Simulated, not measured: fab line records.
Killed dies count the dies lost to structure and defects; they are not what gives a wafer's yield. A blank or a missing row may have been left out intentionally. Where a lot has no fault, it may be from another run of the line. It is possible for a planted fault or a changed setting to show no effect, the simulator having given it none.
The tool behind it: which one?    flow n5 finfet    Sampling: 11 lots, 33 wafers, 3 of 1938 route steps

WHAT THE GAUGES READ, wafer by wafer
N5_PASSIVATION_CD_MEAS_30 targets a cd of 4000 nm.
lot   measured      on         cd nm (nm)
L688  day 13 00:47  cd sem-01  3999.4 3999.5 4001.8
L691  day 14 05:14  cd sem-02  4001.2 4002.7 4003.8
L692  day 13 22:30  cd sem-01  4001.2 3998.7 3999.1
L693  day 14 23:44  cd sem-01  4000.1 3998.5 4000.2
L694  day 15 06:14  cd sem-02  3999.1 4002.6 4002.8
L695  day 15 05:02  cd sem-01  3999.4 3996.4 3998.5
L696  day 15 15:31  cd sem-03  4000.2 4000.9 3998.3
L700  day 17 15:25  cd sem-01  4001.4 4001.1 4002.1
L701  day 17 21:10  cd sem-02  4003.6 4002.9 4001.8
L703  day 18 03:12  cd sem-02  3999.1 4000.5 3999.3
L709  day 19 13:24  cd sem-01  3999.6 3999.9 3998.3

N5_PASSIVATION_CD_MEAS_44 targets a cd of 40000 nm.
lot   measured      on         cd nm (nm)
L688  day 13 02:45  cd sem-01  40008 40007 40010
L691  day 14 07:27  cd sem-01  40003 39999 40004
L692  day 14 00:31  cd sem-02  39998 40003 39997
L693  day 15 01:44  cd sem-02  39994 39996 39996
L694  day 15 08:23  cd sem-01  40003 40004 40006
L695  day 15 06:54  cd sem-01  40003 40000 39999
L696  day 15 17:29  cd sem-02  40000 39998 39999
L700  day 17 17:16  cd sem-02  39996 39994 39999
L701  day 17 22:58  cd sem-01  40001 40004 40001
L703  day 18 05:28  cd sem-02  40001 40004 39997
L709  day 19 15:08  cd sem-01  40000 40000 39994

EACH LOT AND THE TOOL THAT RAN IT (in order: tool; ch and the chambers of the sampled wafers; start)
lot   N5_BEOL_M1_SPUTTER_88
L688  pvd sputter-02, day 6 12:05
L691  pvd sputter-02, day 7 14:14
L692  pvd sputter-03, day 7 15:56
L693  pvd sputter-03, day 7 19:04
L694  pvd sputter-02, day 8 01:21
L695  pvd sputter-03, day 8 03:29
L696  pvd sputter-03, day 8 14:49
L700  pvd sputter-02, day 10 15:30
L701  pvd sputter-02, day 10 22:12
L703  pvd sputter-03, day 11 03:50
L709  pvd sputter-01, day 12 07:34
- N5_BEOL_M1_SPUTTER_88: material Cu, target thk 4.5 nm, time 8.29 s.

AS READ BY THE TOOLS THEMSELVES (means over the sampled wafers that have a number; for cases with no such wafer, the mark the record gives instead)
N5_BEOL_M1_SPUTTER_88.
lot   tool            chuck gas flow sccm (sccm)  chuck sensor temp C (C)  throttle valve pct (%)
L688  pvd sputter-02  1.31                        -16.3                    29.7
L691  pvd sputter-02  1.24                        -15.9                    29.8
L692  pvd sputter-03  1.23                        -16.3                    30.0
L693  pvd sputter-03  1.28                        -16.2                    29.9
L694  pvd sputter-02  1.23                        -16.9                    29.9
L695  pvd sputter-03  1.24                        -16.5                    30.3
L696  pvd sputter-03  1.28                        -16.1                    30.2
L700  pvd sputter-02  1.26                        -17.3                    29.7
L701  pvd sputter-02  1.29                        -17.1                    30.0
L703  pvd sputter-03  1.18                        -16.1                    29.8
L709  pvd sputter-01  1.21                        -15.5                    29.8

THE ANSWER, worked out from the rows above alone
Rule: what is usual is taken from the lots themselves. Put in order of their means at a reading, lots are off if they are a third of the lots or fewer, leave a main group of 4 or more, and stand apart from it by a gap of 3 or more times the standard deviation of the main group's means; of several such gaps the widest counts. A main group is skipped when, at the precision printed for the reading in the tables above, its means are all equal. Also off: a lot with no number at a reading for which 4 or more lots have one. Where the step has rows for the other lots, those lots are counted as sound. First the gauges in route order, then the tools' own readings, where a lot's mean is used as printed above. At the first step where some lot is off, the reading lying furthest off is the one used; lots without a number count as furthest.
None of the lots is off at any reading shown; this tells nothing.

WHAT HAD BEEN PUT IN BY THE SIMULATOR
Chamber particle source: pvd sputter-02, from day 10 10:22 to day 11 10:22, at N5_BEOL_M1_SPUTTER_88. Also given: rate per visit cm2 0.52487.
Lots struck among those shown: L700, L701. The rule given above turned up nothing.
